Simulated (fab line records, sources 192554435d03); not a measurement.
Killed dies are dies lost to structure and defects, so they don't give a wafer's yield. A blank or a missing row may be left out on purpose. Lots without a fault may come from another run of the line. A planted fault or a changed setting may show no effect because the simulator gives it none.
Which tool did it? | flow n5_finfet | 11 lots, 33 wafers sampled, at 2 steps of a route of 1938

WHAT THE GAUGES READ, wafer by wafer
N5_MIM_BOT_LITHO_CD_MEAS_08: target cd 3000 nm.
lot  | measured     | on        | cd_nm (nm)
L506 | day 11 12:19 | cd_sem-02 | 2999.2 3003.6 3000.8
L508 | day 11 12:38 | cd_sem-03 | 3002.3 3001.0 2997.4
L507 | day 12 04:16 | cd_sem-01 | 2996.6 3001.4 2999.6
L510 | day 12 20:34 | cd_sem-03 | 3000.1 2998.2 2997.3
L512 | day 13 17:07 | cd_sem-01 | 2998.8 2998.9 2996.7
L519 | day 15 04:07 | cd_sem-01 | 2997.1 2999.5 3001.8
L517 | day 15 07:06 | cd_sem-03 | 3000.5 3001.3 3000.9
L526 | day 17 06:34 | cd_sem-02 | 3001.9 3004.1 3002.1
L527 | day 17 12:29 | cd_sem-02 | 2997.2 2995.9 2999.8
L528 | day 18 03:51 | cd_sem-01 | 2999.5 3000.4 3000.2
L529 | day 18 03:47 | cd_sem-03 | 2997.0 2995.1 2996.3

WHICH TOOL RAN EACH LOT (tool, then ch and the chambers of the sampled wafers, then the start)
lot  | N5_BEOL_M14_STRIP_37
L506 | rie_diel-05 ch 0,3, day 10 21:53
L508 | rie_diel-04 ch 1,3, day 10 23:57
L507 | rie_diel-02 ch 2,3, day 11 16:10
L510 | rie_diel-05 ch 1,2, day 12 08:13
L512 | rie_diel-02 ch 1,2,3, day 13 04:40
L519 | rie_diel-04 ch 0,1,2, day 14 11:05
L517 | rie_diel-04 ch 0,1,2, day 14 18:07
L526 | rie_diel-05 ch 0,1,3, day 16 17:51
L527 | rie_diel-05 ch 1,2, day 16 23:08
L528 | rie_diel-04 ch 1,2,3, day 17 03:30
L529 | rie_diel-04 ch 0,2,3, day 17 11:11
- N5_BEOL_M14_STRIP_37: strips in O2.

WHAT THE TOOLS THEMSELVES READ (means of the sampled wafers that have a number; where no wafer has one, the mark that the record gives instead)
N5_BEOL_M14_STRIP_37.
lot  | tool        | drypump_motor_current_A (A) | oes_product_au (a.u.) | rf_vpp_V (V) | showerhead_plenum_p_Torr (Torr) | throttle_valve_pct (%)
L506 | rie_diel-05 | 5.3                         | 0.90                  | 2.8          | 2.10                            | 16.31
L508 | rie_diel-04 | 5.6                         | 0.75                  | 4.0          | 2.13                            | 16.45
L507 | rie_diel-02 | 6.3                         | 0.75                  | 2.7          | 2.06                            | 16.48
L510 | rie_diel-05 | 5.9                         | 0.73                  | 5.2          | 2.07                            | 16.71
L512 | rie_diel-02 | 6.0                         | 0.80                  | 4.1          | 2.09                            | 16.51
L519 | rie_diel-04 | 5.5                         | 0.88                  | 3.4          | 2.13                            | 16.47
L517 | rie_diel-04 | 5.4                         | 0.88                  | 4.8          | 2.13                            | 16.48
L526 | rie_diel-05 | 5.6                         | 0.80                  | 3.8          | 2.09                            | 16.56
L527 | rie_diel-05 | 5.9                         | 0.70                  | 4.0          | 2.06                            | 16.76
L528 | rie_diel-04 | 5.6                         | 0.86                  | 3.6          | 2.06                            | 16.34
L529 | rie_diel-04 | 5.6                         | 0.82                  | 2.8          | 2.08                            | 16.55

THE ANSWER, worked out from the rows above alone
Rule: what is usual is taken from the lots themselves. Put in order of their means at a reading, lots are off if they are a third of the lots or fewer, leave a main group of 4 or more, and stand apart from it by a gap of 3 or more times the standard deviation of the main group's means; of several such gaps the widest counts. A main group whose means are all the same, to the digits that the tables above print for the reading, isn't used. A lot without any number at a reading at which 4 lots or more have one is off too. The other lots that the step has rows for count as sound. The gauges are gone through in route order, then the tools' own readings, and for those a lot's mean is taken as printed above. The first step at which some lot is off is used, and at that step the reading that is off furthest; a lot without a number counts as furthest.
No lot is off at any reading shown: from this, nothing can be told.

WHAT THE SIMULATOR HAD PUT IN
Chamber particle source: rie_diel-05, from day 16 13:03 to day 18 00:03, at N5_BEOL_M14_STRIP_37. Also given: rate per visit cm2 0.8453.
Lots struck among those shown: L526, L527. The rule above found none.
